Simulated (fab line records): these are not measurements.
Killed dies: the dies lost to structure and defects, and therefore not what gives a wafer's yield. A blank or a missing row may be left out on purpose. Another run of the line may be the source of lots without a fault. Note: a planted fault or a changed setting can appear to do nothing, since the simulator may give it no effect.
A struck lot beside a sound one | flow n5Finfet | 20 steps out of a route of 1938
Sound: these wafers, L450.1, L450.2, L450.5. The struck wafers were L457.1, L457.2, L457.6. At the end, the cause is stated.
Each step with rows lists, per side, the tool, then ch with its chambers, then its first start. Under that, the readings that differ: sound wafers | struck wafers | difference of the means | sigmas: that difference in standard deviations of wafers without a fault.
alike: same words and numbers on both sides, and readings whose means sit less than 2 such deviations apart. not compared: any withheld reading, any reading some wafer has no value for, any bound like >300 that may hide the same value, and any number with overlapping values for which the record gives no deviation.
Wherever a step has rows on one side only, a row that says differs or no value, or a row with sigmas, the two part there. Non-overlapping numbers with no deviation appear without sigmas and do not part them. Lack of a reading on every wafer of one side parts them only where that side has two or more wafers.

first, 8 steps without rows for these wafers: N5_BEOL_M14_DESCUM_15 (chemistry O2, time 7.9 s); N5_BEOL_M14_ETCH_59 (etches BARC in N2/H2, target depth 89 nm, overetch 26.7 nm, time 67.9 s); N5_BEOL_M14_VIA_ETCH_16 (etches SiO2 in C4F8/O2/Ar, target depth 1231.3 nm); N5_BEOL_M14_STRIP_63 (strips in O2); N5_BEOL_M14_STRIP_64 (strips in O2); N5_BEOL_M14_STRIP_71 (strips in post etch residue remover, time 60 s); N5_BEOL_M14_SRD_72 (time 30 s, dry time 30 s); N5_BEOL_M14_COAT_65 (time 60 s, resist thk 450 nm).
N5_BEOL_M14_COAT_66: time 60 s, resist thk 110 nm.
  sound on lithoTrack-03 ch 0, day 12 09:21; struck on lithoTrack-03 ch 0, day 14 00:02
reading                                    | sound                | struck               | difference | sigmas
spinSpeedRpm (rpm)                         | 1499.5 1502.6 1500.5 | 1668.4 1670.2 1669.9 | +168.6     | +99 or more
model.SiARC_of_BEOL_M14_COAT_66.thkNm (nm) | 110 110 110          | 104.2 104 104.2      | -5.9       | 
then, 8 steps without rows for these wafers: N5_BEOL_M14_COAT_22 (resist thk 300 nm); N5_BEOL_M14_EBR_24; N5_BEOL_M14_SOFTBAKE_23 (time 60 s); N5_BEOL_M14_EXPOSE_25 (exposes mask M14, target cd 280 nm); N5_BEOL_M14_PEB_26 (peb time 90 s); N5_BEOL_M14_DEVELOP_27 (develop time 45 s); N5_BEOL_M14_HARDBAKE_32 (time 120 s); N5_BEOL_M14_DESCUM_33 (chemistry O2, time 7.9 s).
N5_BEOL_M14_ETCH_67: etches SiARC in CF4, target depth 143 nm, time 238.3 s.
  sound on rieDiel-04 ch 1,2, day 12 09:46; struck on rieDiel-06 ch 0,1,3, day 14 00:35
reading                                   | sound           | struck            | difference | sigmas
model.etch.depthNm (nm)                   | 110 110 109.9   | 104.2 104 104.2   | -5.8       | 
model.coat_of_BEOL_M14_COAT_22.thkNm (nm) | 214 214.2 213.4 | 215.4 215.2 214.4 | +1.1       | 
  alike: drypumpMotorCurrentA, etchRfOnTimeS, oesProductAu, rfVppV, showerheadPlenumPTorr, throttleValvePct
  not compared: rfHoursCounterH
N5_BEOL_M14_ETCH_68: etches SOC in N2/H2, time 450 s.
  sound on rieDiel-04 ch 1,2, day 12 09:55; struck on rieDiel-06 ch 0,1,3, day 14 00:44
reading                                    | sound          | struck         | difference | sigmas
model.SiARC_of_BEOL_M14_COAT_66.thkNm (nm) | 64.6 65.8 65.8 | 57.8 59.8 60.2 | -6.1       | 
  alike: drypumpMotorCurrentA, oesProductAu, rfVppV, showerheadPlenumPTorr, throttleValvePct
  not compared: rfHoursCounterH
then, 1 step without rows for these wafers: N5_BEOL_M14_STRIP_69 (strips in N2/H2).

WHERE THEY PART
Only at N5_BEOL_M14_COAT_66, as far as this record shows. Later steps at which nothing parts them and some readings are alike: N5_BEOL_M14_ETCH_67, N5_BEOL_M14_ETCH_68.

WHY: the cause the simulator had injected
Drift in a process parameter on lithoTrack-03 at N5_BEOL_M14_COAT_66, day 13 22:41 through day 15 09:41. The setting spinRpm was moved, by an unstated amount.
